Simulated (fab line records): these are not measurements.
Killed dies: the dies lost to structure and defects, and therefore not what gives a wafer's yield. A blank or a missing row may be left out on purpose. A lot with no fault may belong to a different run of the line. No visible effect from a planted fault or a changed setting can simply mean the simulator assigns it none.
Chamber matching + flow nandHarc + NHARC_A_BLC_CMP_25 on cmp-02 has 4 sister chambers
The step polishes, t overpolish 30 s, target thk 150 nm. 14 wafers are shown with their chamber, then 7 later ones without.

## WAFERS, EACH WITH ITS CHAMBER
| wafer  | chamber | timeToEndpointS (s) | motorCurrentA (A) | retainingRingPressureFrac |
|--------|---------|---------------------|-------------------|---------------------------|
| L721.1 | 0       | 29                  | 11.2              | 1.006                     |
| L721.3 | 2       | 33                  | 11.1              | 1.005                     |
| L721.5 | 2       | 32                  | 10.7              | 0.995                     |
| L722.1 | 1       | 38                  | 11.0              | 1.005                     |
| L722.4 | 3       | 34                  | 11.9              | 0.994                     |
| L722.6 | 0       | 31                  | 11.1              | 0.991                     |
| L728.2 | 0       | 26                  | 11.1              | 0.999                     |
| L728.3 | 1       | 34                  | 11.0              | 1.004                     |
| L728.4 | 2       | 31                  | 10.6              | 0.993                     |
| L725.2 | 1       | 37                  | 10.8              | 1.003                     |
| L725.3 | 3       | 34                  | 11.4              | 1.002                     |
| L725.6 | 3       | 32                  | 11.4              | 1.010                     |
| L731.2 | 0       | 30                  | 10.9              | 0.998                     |
| L731.3 | 3       | 32                  | 11.6              | 0.995                     |

SIGNATURES, as means of the wafers listed above
| reading                   | chamber 0 | chamber 1 | chamber 2 | chamber 3 | scatter within a chamber |
|---------------------------|-----------|-----------|-----------|-----------|--------------------------|
| timeToEndpointS           | 29.00     | 36.33     | 32.00     | 33.00     | 1.69                     |
| motorCurrentA             | 11.075    | 10.933    | 10.800    | 11.575    | 0.195                    |
| retainingRingPressureFrac | 0.99850   | 1.00400   | 0.99767   | 1.00025   | 0.00602                  |
Rule: a wafer lies at a distance from a chamber equal to the root of the sum of squares, over the readings, of (its reading less the chamber's mean, divided by the reading's scatter). If the next closest chamber is less than 2 further off than the closest, the wafer can't be placed; otherwise it belongs to the closest. The scatter is the square root of a quotient: the sum, over the shown wafers, of each reading's squared deviation from its chamber's mean, divided by wafers minus chambers.

## WAFERS WHOSE CHAMBER IS MISSING
| wafer  | timeToEndpointS (s) | motorCurrentA (A) | retainingRingPressureFrac |
|--------|---------------------|-------------------|---------------------------|
| L731.5 | 30                  | 11.0              | 0.997                     |
| L742.2 | 30                  | 11.4              | 1.006                     |
| L742.3 | 39                  | 11.6              | 0.991                     |
| L742.5 | 32                  | 11.6              | 1.007                     |
| L743.1 | 25                  | 11.4              | 1.000                     |
| L743.3 | 32                  | 10.9              | 1.001                     |
| L743.4 | 33                  | 11.4              | 1.002                     |

## CHAMBER TAKEN BY EACH
| wafer  | from the rows above          | in truth                   |
|--------|------------------------------|----------------------------|
| L731.5 | can't be placed: 0 or 2      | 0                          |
| L742.2 | can't be placed: 0 or 3 or 2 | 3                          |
| L742.3 | can't be placed: 3 or 1      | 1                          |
| L742.5 | 3                            | 3                          |
| L743.1 | can't be placed: 0 or 3      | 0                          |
| L743.3 | can't be placed: 2 or 0 or 1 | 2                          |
| L743.4 | 3                            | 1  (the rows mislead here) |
1 of 7 placed correctly. Not placeable from these rows: 5 (in 5, the candidates include the true chamber). Wrongly placed: 1.
